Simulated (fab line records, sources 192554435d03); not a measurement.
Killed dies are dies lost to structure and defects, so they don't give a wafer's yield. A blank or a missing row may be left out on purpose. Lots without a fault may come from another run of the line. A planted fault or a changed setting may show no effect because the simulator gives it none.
Chamber matching | flow n5_finfet | N5_BEOL_M10_STRIP_19 on rie_diel-01: 4 sister chambers
The step strips in O2. 4 wafers are shown with their chamber, then 9 later ones without.

WAFERS WITH THEIR CHAMBER
wafer  | chamber | drypump_motor_current_A (A)
L081.3 | 3       | 5.7
L091.1 | 0       | 6.1
L091.5 | 1       | 5.7
L091.6 | 2       | 5.2

WAFERS WITHOUT THEIR CHAMBER
wafer  | drypump_motor_current_A (A)
L095.1 | 5.7
L095.4 | 5.7
L095.6 | 5.7
L092.1 | 5.2
L092.3 | 6.0
L092.4 | 5.7
L097.2 | 5.7
L097.5 | 6.0
L097.6 | 5.7

WHICH CHAMBER EACH WENT THROUGH
wafer  | from the rows above     | in truth
L095.1 | can't be placed: 1 or 3 | 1
L095.4 | can't be placed: 1 or 3 | 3
L095.6 | can't be placed: 1 or 3 | 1
L092.1 | 2                       | 2
L092.3 | 0                       | 0
L092.4 | can't be placed: 1 or 3 | 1
L097.2 | can't be placed: 1 or 3 | 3
L097.5 | 0                       | 0
L097.6 | can't be placed: 1 or 3 | 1
Placed correctly: 3 of 9. Can't be placed from these rows: 6 (the true chamber is among the candidates in 6). Placed wrongly: 0.
How it was worked out, from the rows above alone: a wafer's distance from a chamber is the root of the sum, over the readings, of the square of ((its reading less the chamber's mean) divided by the reading's scatter). The wafer belongs to the nearest chamber; if the next one is less than 2 further off, it can't be placed. A chamber's mean is the mean of its shown wafers. The scatter: with one shown wafer a chamber, the root of the mean of the squares of how far each hidden wafer lies from its nearest shown one.
